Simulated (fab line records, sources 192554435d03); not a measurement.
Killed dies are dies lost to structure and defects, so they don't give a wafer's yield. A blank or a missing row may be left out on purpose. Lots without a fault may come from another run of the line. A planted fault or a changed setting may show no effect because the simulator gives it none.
fab line records | flow n5_finfet
record lots=9 wafers=27 last_day=17
route steps=1938 shown BEOL_M4@1111 BEOL_M12@1632 BEOL_M13@1670 PASSIVATION@1936
lots that met no fault: from a run of the same line without faults
start_h: hours from the record's first day to the start of the lot's first wafer shown | wait_h: hours since the lot's step before | " the same as in the row above | L1.1+2: a row that stands for several wafers | - no value, or no start given | * or withheld: withheld | < > ~ a bound
route shown NAME@n: a module of which the file shows steps, and the number in the route of the first | usual: mean/standard deviation of fault-free wafers | same: alike in all rows | chamber/n: place in a boat | sites: the reading at each site | _std_site: their standard deviation | _edge_site: outer sites' mean less inner sites' | radius_mm: how far each site lies from the wafer's centre | mask NAME#n: copy n | behind: the tool/chamber that last shaped the wafer | hold: why the lot was held/for how many hours/how that ended | device: the transistor (n, p or np) that didn't switch | end of line: the same wafers' tests at the end of the route | a step without rows: its recipe alone | killed: dies lost to structure and defects at the first sort, not the wafer's yield | map: a wafer's dies, x killed, . not, _ none there
set.NAME: the setting as run; set.NAME@STEP: as run at that earlier step | model.NAME: the simulator's own value behind a step, which no gauge read
steps of the route over a sample of lots; a table a step, a row a wafer
services: from which hour (start_h, from the record's first day; less than 0 if before it) a tool's chamber was out of use, for how many hours, and why
## steps
# step N5_BEOL_M4_RC_MEAS_101
# usual DIBL_N=36.3/1.7 DIBL_P=36.5/1.8 IOFF_N=0.16/0.033 IOFF_P=0.21/0.037 ION_N=675/11 ION_P=462/7.9 SS_N=71.6/0.64 SS_P=73.3/0.68 VT_N=249/3.3 VT_P=-250/3.3
# columns lot.wafer tool chamber start_h wait_h DIBL_N[mV/V] DIBL_P[mV/V] IOFF_N[nA/um] IOFF_P[nA/um] ION_N[uA/um] ION_P[uA/um] SS_N[mV/dec] SS_P[mV/dec] VT_N[mV] VT_P[mV]
L396.2 prober-01 0 159.47 0.2 35.4 36.0 0.14 0.19 666 457 71.4 73.2 253 -255
L396.3 " 0 " " 35.3 36.6 0.15 0.20 684 469 71.6 73.9 249 -252
L396.5 " 0 " " 34.9 36.1 0.15 0.19 678 466 71.6 73.7 253 -252
L397.1 prober-02 0 179.55 0.0 33.6 34.1 0.14 0.21 673 467 71.1 73.2 248 -248
L397.3 " 0 " " 36.4 37.0 0.18 0.25 679 468 72.3 73.4 250 -249
L397.5 " 0 " " 35.8 36.4 0.17 0.24 676 467 71.8 73.1 249 -246
L400.1 prober-01 0 182.71 0.0 36.4 35.8 0.15 0.22 672 463 72.0 72.9 249 -248
L400.2 " 0 " " 38.2 38.6 0.19 0.26 682 470 71.9 74.6 245 -246
L400.4 " 0 " " 37.6 37.2 0.16 0.24 671 466 72.3 74.0 250 -245
L402.2 prober-01 0 202.29 0.2 37.3 38.4 0.18 0.24 680 466 72.3 72.8 247 -251
L402.3 " 0 " " 36.6 36.7 0.17 0.22 688 459 71.7 72.8 250 -253
L402.4 " 0 " " 37.0 37.8 0.17 0.24 676 465 72.3 73.0 249 -248
L408.2 prober-02 0 231.18 0.2 37.2 37.8 0.19 0.25 685 472 72.0 72.9 246 -244
L408.4 " 0 " " 37.7 39.0 0.19 0.27 675 466 72.6 73.8 246 -247
L408.6 " 0 " " 35.5 36.4 0.16 0.23 683 475 71.1 73.1 249 -248
L410.1 prober-01 0 253.69 0.0 35.8 36.1 0.17 0.27 673 471 71.4 73.0 247 -244
L410.2 " 0 " " 39.6 39.5 0.23 0.32 683 470 71.9 73.3 245 -241
L410.4 " 0 " " 36.3 36.7 0.17 0.27 690 478 71.5 72.8 247 -243
L415.4 prober-01 0 267.91 0.5 37.3 36.6 0.16 0.23 678 472 71.4 72.5 254 -245
L415.5 " 0 " " 36.3 35.8 0.15 0.22 662 460 71.4 73.4 253 -248
L415.6 " 0 " " 37.3 36.4 0.17 0.23 667 464 71.9 73.5 249 -247
L417.1 prober-02 0 291.64 0.0 40.0 40.9 0.28 0.27 717 475 72.9 74.6 241 -250
L417.4 " 0 " " 38.2 38.7 0.23 0.24 695 461 73.1 74.5 242 -249
L417.5 " 0 " " 37.6 37.9 0.21 0.22 687 459 71.7 73.4 245 -251
L418.1 prober-02 0 298.18 0.0 36.2 35.1 0.14 0.17 662 447 71.2 73.8 253 -251
L418.2 " 0 " " 37.3 36.3 0.16 0.18 677 458 72.1 73.9 249 -254
L418.6 " 0 " " 37.5 37.0 0.16 0.20 673 458 71.5 74.2 247 -253
# step N5_BEOL_M12_CD_MEAS_28
# recipe target_cd_nm=160.2 landing_energy_ev=500 detector=se_inlens polarity=opening
# usual cd_nm=161.4/1.4
# columns lot.wafer tool chamber start_h wait_h cd_nm
L396.2 cd_sem-02 0 220.17 - 161.0
L396.3 " 0 " " 161.5
L396.5 " 0 " " 161.4
L397.1 cd_sem-03 0 237.80 - 161.1
L397.3 " 0 " " 161.0
L397.5 " 0 " " 162.2
L400.1 cd_sem-01 0 246.34 - 162.9
L400.2 " 0 " " 161.0
L400.4 " 0 " " 162.5
L402.2 cd_sem-01 0 270.40 - 162.7
L402.3 " 0 " " 161.1
L402.4 " 0 " " 161.5
L408.2 cd_sem-02 0 298.94 - 162.0
L408.4 " 0 " " 163.3
L408.6 " 0 " " 162.4
L410.1 cd_sem-03 0 316.44 - 160.2
L410.2 " 0 " " 160.4
L410.4 " 0 " " 161.9
L415.4 cd_sem-01 0 332.68 - 161.3
L415.5 " 0 " " 161.1
L415.6 " 0 " " 162.7
L417.1 cd_sem-03 0 360.89 - 160.5
L417.4 " 0 " " 160.6
L417.5 " 0 " " 162.1
L418.1 cd_sem-01 0 361.35 - 157.8
L418.2 " 0 " " 160.1
L418.6 " 0 " " 160.3
# step N5_BEOL_M12_TRENCH_ETCH_34
# recipe chemistry=C4F8/O2/Ar target=SiOC target_depth_a=3189.5 mask_material=SOC pressure_mtorr=30 source_w=3000 bias_w=700 Ar_flow_sccm=400 C4F8_flow_sccm=15 O2_flow_sccm=8 he_inner_torr=15 he_outer_torr=30 time_s=125.5 ion_energy_ev=250
# usual drypump_motor_current_A=5.5/0.47 oes_product_au=0.80/0.08 rf_vpp_V=665/3.1 showerhead_plenum_p_Torr=3.41/0.11 throttle_valve_pct=24.19/0.22
# columns lot.wafer tool chamber start_h wait_h drypump_motor_current_A oes_product_au rf_hours_counter_h rf_vpp_V showerhead_plenum_p_Torr throttle_valve_pct
L396.2 rie_diel-06 3 220.80 0.0 4.9 0.80 94 661 3.30 23.79
L396.3 " 2 " " 5.2 0.78 126 664 3.29 24.27
L396.5 " 2 " " 5.2 0.79 - 662 3.29 24.26
L397.1 rie_diel-03 0 238.25 0.0 6.3 0.69 238 667 3.49 24.36
L397.3 " 3 " " 5.8 0.90 36 668 3.47 24.19
L397.5 " 1 " " 4.8 0.79 - 662 3.33 23.92
L400.1 rie_diel-06 0 247.48 0.0 5.0 0.71 209 669 3.51 24.42
L400.2 " 3 " " 4.9 0.78 103 661 3.29 23.80
L400.4 " 1 " " 5.4 0.77 126 665 3.45 24.29
L402.2 rie_diel-06 0 270.85 0.0 5.0 0.70 220 668 3.50 24.43
L402.3 " 3 " " 4.9 0.78 111 663 3.29 23.80
L402.4 " 2 " " 5.2 0.77 146 661 3.28 24.30
L408.2 rie_diel-03 1 299.40 0.0 4.8 0.76 140 661 3.31 23.96
L408.4 " 3 " " 5.8 0.87 - 666 3.46 24.22
L408.6 " 1 " " 4.8 0.76 - 663 3.31 23.94
L410.1 rie_diel-06 1 317.36 0.0 5.4 0.75 149 666 3.44 24.32
L410.2 " 0 " " 5.1 0.69 236 667 3.49 24.46
L410.4 " 2 " " 5.2 0.75 163 663 3.27 24.31
L415.4 rie_diel-06 1 333.13 0.0 5.4 0.74 156 665 3.43 24.33
L415.5 " 0 " " 5.0 0.69 - 668 3.49 24.47
L415.6 " 3 " " 4.9 0.76 - 662 3.28 23.85
L417.1 rie_diel-01 0 361.34 0.0 5.6 0.95 15 664 3.34 24.11
L417.4 " 3 " " 6.5 0.78 113 669 3.56 23.94
L417.5 " 1 " " 5.7 0.83 - 663 3.32 24.09
L418.1 rie_diel-03 2 361.80 0.0 5.8 0.91 15 671 3.64 24.14
L418.2 " 0 " " 6.3 0.92 23 669 3.48 24.14
L418.6 " 3 " " 5.8 0.84 - 666 3.44 24.25
# step N5_BEOL_M12_CMP_49
# recipe stop_on=SiOC t_overpolish_s=20.6 down_force_psi=1 platen_rpm=50 clearing_platen_down_force_psi=1.5 clearing_platen_rpm=50 post_cmp_clean=cu_alkaline target_thk_nm=320 clearing_platen_pad_velocity_m_s=0.99484 pad_velocity_m_s=0.99484
# usual barrier_field_endpoint_s=30.5/0.73 clearing_platen_down_force_psi=1.5002/0.0026 head_pressure_psi=1.0000/0.0021 motor_current_A=6.1/0.7 overpolish_run_s=20.600/0.009
# columns lot.wafer tool chamber start_h wait_h barrier_field_endpoint_s clearing_platen_down_force_psi head_pressure_psi motor_current_A overpolish_run_s
L396.3 cmp-04 0 224.29 0.2 30.8 1.4999 1.0018 5.3 20.616
L396.2 " 1 " " 29.9 1.5008 1.0001 6.3 20.606
L396.5 " 3 " " 30.2 1.5054 0.9976 6.7 20.618
L397.1 cmp-03 1 240.84 0.3 29.7 1.5000 1.0008 5.6 20.590
L397.3 " 3 " " 30.0 1.4979 0.9982 5.7 20.604
L397.5 " 0 " " 31.0 1.4970 1.0011 6.2 20.611
L400.2 cmp-04 0 250.24 0.2 30.3 1.4988 0.9998 5.3 20.607
L400.1 " 1 " " 30.6 1.4996 1.0023 6.3 20.589
L400.4 " 3 " " 31.7 1.5042 0.9968 6.8 20.616
L402.2 cmp-04 0 274.25 0.2 31.2 1.5003 1.0012 5.2 20.602
L402.3 " 2 " " 30.4 1.5019 1.0026 5.6 20.582
L402.4 " 3 " " 30.4 1.4974 1.0018 7.0 20.607
L408.4 cmp-04 2 301.98 0.2 58.3 1.4990 0.9957 5.6 7.992
L408.2 " 3 " " 60.4 1.4945 0.9968 6.7 5.802
L408.6 " 2 " " 30.5 1.4960 0.9982 5.9 20.598
L410.2 cmp-04 1 320.85 0.2 61.0 1.4989 1.0027 6.3 5.308
L410.4 " 2 " " 59.2 1.5032 1.0000 5.9 7.080
L410.1 " 3 " " 30.3 1.4972 1.0023 6.9 20.593
L415.4 cmp-01 1 334.83 0.1 30.4 1.5024 1.0000 5.2 20.604
L415.6 " 1 " " 30.3 1.4989 1.0003 5.0 20.597
L415.5 " 2 " " 30.7 1.5002 0.9993 6.9 20.593
L418.1 cmp-03 1 363.90 0.3 29.3 1.5045 1.0024 5.4 20.594
L418.2 " 2 " " 30.1 1.5040 0.9967 6.1 20.608
L418.6 " 2 " " 29.1 1.5032 0.9957 6.3 20.602
L417.4 cmp-01 1 363.96 0.2 30.9 1.4972 0.9985 5.2 20.598
L417.1 " 2 " " 30.5 1.4955 1.0009 6.8 20.587
L417.5 " 3 " " 30.9 1.5003 0.9963 7.3 20.609
# step N5_BEOL_M12_THK_MEAS_50
# recipe thk_meas_gauge=xrf reads=Cu_of_BEOL_M12_ECD_47
# usual M12_THK=326/6
# columns lot.wafer tool chamber start_h wait_h M12_THK[nm]
L396.2 film_metro-02 - 224.55 - 320
L396.3 " - " " 324
L396.5 " - " " 327
L397.1 film_metro-01 - 241.10 - 325
L397.3 " - " " 335
L397.5 " - " " 325
L400.1 film_metro-01 - 250.53 - 321
L400.2 " - " " 319
L400.4 " - " " 324
L402.2 film_metro-02 - 274.54 - 327
L402.3 " - " " 318
L402.4 " - " " 323
L408.2 film_metro-02 - 302.24 - 619
L408.4 " - " " 616
L408.6 " - " " 319
L410.1 film_metro-02 - 321.14 - 327
L410.2 " - " " 644
L410.4 " - " " 628
L415.4 film_metro-01 - 335.13 - 324
L415.5 " - " " 319
L415.6 " - " " 319
L417.1 film_metro-02 - 364.18 - 334
L417.4 " - " " 325
L417.5 " - " " 326
L418.1 film_metro-01 - 364.20 - 333
L418.2 " - " " 336
L418.6 " - " " 335
# step N5_BEOL_M12_INSPECT_55
# recipe inspect_instrument=darkfield mode=post_dep
# usual raw_defect_count=76/24
# columns lot.wafer tool chamber start_h wait_h raw_defect_count
L396.2 defect_inspect-01 - 224.73 0.0 61
L396.3 " - " " 86
L396.5 " - " " 70
L397.1 defect_inspect-01 - 241.28 0.0 87
L397.3 " - " " 64
L397.5 " - " " 144
L400.1 defect_inspect-02 - 250.68 0.0 113
L400.2 " - " " 128
L400.4 " - " " 78
L402.2 defect_inspect-01 - 274.70 0.0 55
L402.3 " - " " 55
L402.4 " - " " 46
L408.2 defect_inspect-02 - 302.39 0.0 4845
L408.4 " - " " 4771
L408.6 " - " " 106
L410.1 defect_inspect-02 - 321.29 0.0 52
L410.2 " - " " 4888
L410.4 " - " " 4786
L415.4 defect_inspect-01 - 335.28 0.0 120
L415.5 " - " " 86
L415.6 " - " " 105
L417.1 defect_inspect-01 - 364.34 0.0 81
L417.4 " - " " 85
L417.5 " - " " 85
L418.1 defect_inspect-01 - 364.35 0.0 121
L418.2 " - " " 56
L418.6 " - " " 95
# step N5_BEOL_M13_OVL_MEAS_11
# recipe points_per_wafer=44
# usual V12_OVL=3/5.3
# columns lot.wafer tool chamber start_h wait_h V12_OVL[nm]
L396.2 overlay-02 0 225.38 0.0 11
L396.3 " 0 " " -2
L396.5 " 0 " " 6
L397.1 overlay-01 0 241.80 0.0 -1
L397.3 " 0 " " -3
L397.5 " 0 " " 0
L400.1 overlay-02 0 251.33 0.0 -4
L400.2 " 0 " " -5
L400.4 " 0 " " 4
L402.2 overlay-01 0 275.34 0.0 7
L402.3 " 0 " " 4
L402.4 " 0 " " -1
L408.6 overlay-02 0 303.04 0.0 -3
L410.1 overlay-01 0 321.95 0.0 -3
L415.4 overlay-02 0 335.80 0.0 9
L415.5 " 0 " " -5
L415.6 " 0 " " 4
L417.1 overlay-01 0 364.86 0.0 -3
L417.4 " 0 " " 0
L417.5 " 0 " " 7
L418.1 overlay-01 0 365.02 0.0 5
L418.2 " 0 " " 2
L418.6 " 0 " " -4
# step N5_PASSIVATION_PROBE_49
# usual defect_limited_yield=91.3/1.5 killed_at_M0_to_M3=34/9.4 killed_at_M4_up=13/5.3 killed_at_contacts=13/5.7 killed_at_front_end=40/10 killed_at_other=3.7/2.8 killed_dies=103/17 killed_on_rim=13/4.2 killed_open=67/13 killed_short=35/8.5 sort_bin_4_leakage=0.00/0.016 sort_bin_5_function=5.0/0.98 sort_bin_6_memory=3.3/0.7 sort_n_pass=1077/17 sort_yield_pct=91.3/1.5
# same gross_dies=1180 killed_at_back_side=0 sort_bin_8_speed[%]=0
# columns lot.wafer tool chamber start_h wait_h defect_limited_yield[%] killed_at_M0_to_M3 killed_at_M4_up killed_at_contacts killed_at_front_end killed_at_other killed_dies killed_on_rim killed_open killed_short sort_bin_4_leakage[%] sort_bin_5_function[%] sort_bin_6_memory[%] sort_n_pass sort_yield_pct[%]
L396.2 prober-01 - 261.56 0.1 91.4 27 12 12 47 3 101 13 69 32 0 4.7 3.4 1079 91.4
L396.3 prober-01 - 261.61 0.1 92.3 26 12 14 38 1 91 9 55 33 0 4.2 2.9 1089 92.3
L396.5 prober-01 - 261.71 0.2 91.3 28 22 12 39 2 103 14 70 33 0 4.3 4.3 1077 91.3
L402.2 prober-01 - 307.64 0.1 89.0 31 16 22 56 5 130 17 90 40 0 6.1 4.7 1050 89.0
L402.3 prober-01 - 307.69 0.1 92.5 31 14 12 23 8 88 9 60 26 0 4.8 2.3 1092 92.5
L402.4 prober-01 - 307.74 0.2 89.9 40 8 9 59 3 119 20 80 37 0 5.0 4.1 1061 89.9
L408.2 prober-01 - 332.62 0.1 0 32 1060 38 50 0 1180 152 78 52 0 6.0 4.9 0 0
L408.4 prober-01 - 332.72 0.2 0 33 1085 25 36 1 1180 152 67 36 0 5.7 3.4 0 0
L408.6 prober-01 - 332.82 0.3 90.7 40 17 22 28 3 110 16 76 26 0 5.7 3.1 1070 90.7
L410.1 prober-02 - 353.17 0.0 89.3 44 12 14 53 3 126 14 84 42 0 5.8 4.4 1054 89.3
L410.2 prober-02 - 353.22 0.1 0 52 1065 6 52 5 1180 152 84 45 0 6.6 4.0 0 0
L410.4 prober-02 - 353.32 0.2 0 31 1104 13 32 0 1180 152 45 41 0 3.8 3.3 0 0
# killed by level:class
L396.2 FIN_SAQP:geometric_particle:open=19 MOL_CONTACT_COAG:geometric_particle:open=9 FIN_SAQP:geometric_particle:short=7 BEOL_M2:geometric_particle:open=6 BEOL_M3:geometric_particle:open=5 SPACER0:geometric_particle:open=4 BEOL_M0_SAQP:geometric_particle:open=4 BEOL_M0_SAQP:geometric_particle:short=4
L396.3 MOL_CONTACT_COAG:geometric_particle:open=13 FIN_SAQP:geometric_particle:open=10 FIN_SAQP:geometric_particle:short=8 BEOL_M0_SAQP:geometric_particle:short=6 BEOL_M2:geometric_particle:open=6 BEOL_M4:geometric_particle:open=6 BEOL_M1:geometric_particle:open=4 BEOL_M3:geometric_particle:open=4
L396.5 BEOL_M4:geometric_particle:open=16 FIN_SAQP:geometric_particle:short=10 BEOL_M2:geometric_particle:open=9 MOL_CONTACT_COAG:geometric_particle:open=7 FIN_SAQP:geometric_particle:open=6 STARTING-WAFER:geometric_particle:open=6 MOL_CONTACT_COAG:geometric_particle:short=5 BEOL_M0_SAQP:geometric_particle:open=5
L402.2 MOL_CONTACT_COAG:geometric_particle:open=17 FIN_SAQP:geometric_particle:open=11 STI_FIN_REVEAL:geometric_particle:open=10 BEOL_M1:geometric_particle:open=10 FIN_SAQP:geometric_particle:short=8 BEOL_M4:geometric_particle:open=8 GATE_CUT:geometric_particle:short=6 DUMMY_GATE:geometric_particle:open=5
L402.3 MOL_CONTACT_COAG:geometric_particle:open=10 FIN_SAQP:geometric_particle:open=6 BEOL_M2:geometric_particle:open=6 BEOL_M1:geometric_particle:open=5 BEOL_M0_SAQP:geometric_particle:open=5 BEOL_M0_SAQP:geometric_particle:short=4 BEOL_M4:geometric_particle:open=4 STI_FIN_REVEAL:geometric_particle:open=3
L402.4 STI_FIN_REVEAL:geometric_particle:open=16 FIN_SAQP:geometric_particle:open=15 FIN_SAQP:geometric_particle:short=11 MOL_CONTACT_COAG:geometric_particle:open=9 BEOL_M1:geometric_particle:open=9 BEOL_M1:geometric_particle:short=7 BEOL_M0_SAQP:geometric_particle:open=6 BEOL_M3:geometric_particle:open=6
L408.2 BEOL_M12:area_cmp=1047 MOL_CONTACT_COAG:geometric_particle:open=31 FIN_SAQP:geometric_particle:short=13 STI_FIN_REVEAL:geometric_particle:open=10 BEOL_M3:geometric_particle:open=10 MOL_CONTACT_COAG:geometric_particle:short=7 STARTING-WAFER:geometric_particle:short=7 BEOL_M2:geometric_particle:open=5
L408.4 BEOL_M12:area_cmp=1071 MOL_CONTACT_COAG:geometric_particle:open=20 BEOL_M2:geometric_particle:open=9 BEOL_M0_SAQP:geometric_particle:short=8 STI_FIN_REVEAL:geometric_particle:open=7 FIN_SAQP:geometric_particle:short=5 MOL_CONTACT_COAG:geometric_particle:short=5 BEOL_M3:geometric_particle:open=5
L408.6 MOL_CONTACT_COAG:geometric_particle:open=18 BEOL_M3:geometric_particle:open=12 BEOL_M0_SAQP:geometric_particle:open=10 HKMG_FIN:area_etch=6 FIN_SAQP:geometric_particle:open=4 GATE_CUT:geometric_particle:open=4 MOL_CONTACT_COAG:geometric_particle:short=4 BEOL_M1:geometric_particle:open=4
L410.1 FIN_SAQP:geometric_particle:open=19 MOL_CONTACT_COAG:geometric_particle:open=14 STI_FIN_REVEAL:geometric_particle:open=11 FIN_SAQP:geometric_particle:short=8 BEOL_M0_SAQP:geometric_particle:open=8 BEOL_M0_SAQP:geometric_particle:short=8 BEOL_M3:geometric_particle:open=6 BEOL_M3:geometric_particle:short=5
L410.2 BEOL_M12:area_cmp=1051 FIN_SAQP:geometric_particle:open=16 BEOL_M2:geometric_particle:open=14 FIN_SAQP:geometric_particle:short=12 BEOL_M0_SAQP:geometric_particle:open=10 BEOL_M1:geometric_particle:open=10 BEOL_M0_SAQP:geometric_particle:short=6 BEOL_M4:geometric_particle:open=6
L410.4 BEOL_M12:area_cmp=1094 MOL_CONTACT_COAG:geometric_particle:open=9 FIN_SAQP:geometric_particle:short=8 FIN_SAQP:geometric_particle:open=7 BEOL_M0_SAQP:geometric_particle:short=7 BEOL_M1:geometric_particle:open=6 MOL_CONTACT_COAG:geometric_particle:short=4 BEOL_M0_SAQP:geometric_particle:open=4
## services
# columns tool chamber start_h hours kind
rie_diel-03 1 213.27 14.2 repair
rie_diel-03 0 218.88 6.2 repair
cmp-01 - 221.20 4.0 pm
cmp-04 - 239.30 0.7 repair
cmp-01 - 247.09 14.3 pm
rie_diel-06 1 254.91 6.7 repair
rie_diel-06 3 258.08 2.7 repair
cmp-03 - 260.77 3.3 pm
cmp-04 - 262.37 5.8 repair
cmp-01 - 268.07 5.1 pm
cmp-03 - 273.35 1.4 repair
cmp-04 - 279.00 5.4 pm
cmp-04 - 287.56 4.0 pm
cmp-04 - 291.56 - consumable_replace:conditioner
cmp-03 - 292.18 4.0 pm
cmp-03 - 312.01 4.2 repair
cmp-01 - 324.08 3.3 repair
rie_diel-06 2 336.84 9.5 repair
cmp-03 - 338.88 11.3 pm
cmp-04 - 339.12 1.3 repair
cmp-04 - 344.77 1.8 repair
rie_diel-01 - 354.60 0.3 repair
cmp-01 - 356.68 1.8 repair
cmp-04 - 362.34 6.0 pm
## key
first_sign step=N5_BEOL_M12_CMP_49 reading=overpolish_run_s direction=down sigmas=99+ usual=20.600 struck=6.545
effect step=N5_BEOL_M12_CMP_49 reading=barrier_field_endpoint_s direction=up sigmas=40 usual=30.5 struck=59.7
effect step=N5_BEOL_M12_THK_MEAS_50 reading=M12_THK direction=up sigmas=50 usual=326 struck=627
effect step=N5_BEOL_M12_INSPECT_55 reading=raw_defect_count direction=up sigmas=99+ usual=76 struck=4822
effect step=N5_PASSIVATION_PROBE_49 reading=killed_at_M4_up direction=up sigmas=99+ usual=13 struck=1078
more_kills_born_at N5_BEOL_M12_CMP_49@cmp-04=4263
met_at N5_BEOL_M12_CMP_49
struck_lots L408,L410
struck_wafers L408.2,L408.4,L410.2,L410.4
later_rows_left_out L408.2,L408.4,L410.2,L410.4
not_acting_at N5_BEOL_M12_CD_MEAS_28,N5_BEOL_M12_TRENCH_ETCH_34,N5_BEOL_M13_OVL_MEAS_11
onset_between 274.25 301.98
fault kind=process_parameter_drift tool=cmp-04 chamber=- onset_h=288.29 steps=N5_BEOL_M12_CMP_49 channel=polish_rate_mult offset=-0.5 shape=step end_h=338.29 scope=struck_wafers_only
# later_rows_left_out: the simulator's readings of these wafers behind a module that went badly wrong aren't trusted and aren't shown, but for the sort
